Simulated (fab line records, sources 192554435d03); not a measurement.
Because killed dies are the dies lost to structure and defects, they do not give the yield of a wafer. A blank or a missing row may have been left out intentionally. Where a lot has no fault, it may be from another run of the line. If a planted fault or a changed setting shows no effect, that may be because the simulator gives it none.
Split-lot study	flow n5 finfet	on a route of 1938 steps: 7 lots, 21 wafers read

ON THE SPLIT
At N5_SDB_ALD_29 (deposits SiNx, target thk 30 nm, pulse time 1 s, ald cycles 600), the setting ald cycles was moved away from the recipe's 600 on 6 of the 21 wafers read, by -13.0% to +14.7%. This setting was run at the recipe's value on the other wafers.

Reading taken at the split's own step.

THE READING
SiNx_of_SDB_ALD_29.thk nm (the simulator's own value, which no gauge read), in nm, at N5_SDB_ALD_29 (deposits SiNx, target thk 30 nm, pulse time 1 s, ald cycles 600). There is no usual value for it anywhere in the file. Here, 15 wafers ran the recipe; their average is 30.0 nm with a standard deviation of 0.25 nm.

wafer	tool, chamber at the split	ald cycles as run	against the recipe	SiNx_of_SDB_ALD_29.thk nm, nm	against lot-mates on the recipe
L074.1	ald sin-01, 2	600	recipe	30.4	-
L074.4	ald sin-01, 3	600	recipe	30	-
L074.5	ald sin-01, 0	600	recipe	30.2	-
L075.3	ald sin-01, 1,2	522	-13.0%	26	-4.0
L075.5	ald sin-01, 1,2	522	-13.0%	26	-4.0
L075.4	ald sin-01, 0	600	recipe	30	-
L076.3	ald sin-01, 2,3,3	600	recipe	30.2	-
L076.4	ald sin-01, 2,3,3	600	recipe	30.2	-
L076.6	ald sin-01, 2,3,3	600	recipe	30.2	-
L078.2	ald sin-01, 1	676	+12.7%	34	+3.8
L078.5	ald sin-01, 1	600	recipe	30.2	-
L078.6	ald sin-01, 0	676	+12.7%	33.6	+3.4
L089.1	ald sin-01, 1	688	+14.7%	34.2	+4.6
L089.3	ald sin-01, 3	688	+14.7%	34.4	+4.8
L089.4	ald sin-01, 0	600	recipe	29.6	-
L091.2	ald sin-01, 0	600	recipe	29.6	-
L091.3	ald sin-01, 1,3	600	recipe	30	-
L091.4	ald sin-01, 1,3	600	recipe	30	-
L092.1	ald sin-02, 1	600	recipe	29.6	-
L092.2	ald sin-02, 0	600	recipe	29.8	-
L092.4	ald sin-02, 0	600	recipe	29.8	-
If several chambers appear in one row, that row covers several wafers at once and the file leaves open which wafer was in which chamber.

FIT RESULTS
A straight line over all 21 wafers: SiNx_of_SDB_ALD_29.thk nm changes by +0.3 nm for each +1% of ald cycles; r = +0.99; the points scatter about the line by 0.23 nm.
The same after taking each lot's own level away (the mean of its wafers on the recipe; 21 wafers): +0.306 nm for each +1%; r = +1.00; scatter 0.17 nm.
That fit puts the effect of the largest move of ald cycles on the reading at 4.5 nm.
The lots' own levels span 29.60 to 30.20 nm, that is 2.4 times the standard deviation above.
So the lot-to-lot level changes the slope little: the two slopes agree.
Check: +4.45 nm against its lot-mates is what the line predicts for one of the wafers moved furthest among these (+14.7%) when that wafer is left out of the fit. Against them it came out at +4.6 nm.

FURTHER SPLITS ON THESE WAFERS
Note: prior to the reading, these wafers also went through further splits. Each is held against what the fit with the lots' levels taken away leaves over:
other split on the same wafers	wafers away from the commonest value	r with SiNx_of_SDB_ALD_29.thk nm (lot level and that fit taken away)
N5_DUMMY_GATE_COAT_34 spin rpm	7	-0.28
N5_SD_EPI_P_COAT_34 spin rpm	8	-0.30

THE FILE'S OWN FIT
SiNx_of_SDB_ALD_29.thk nm changes by +0.306 nm for each +1% of ald cycles, r = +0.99.
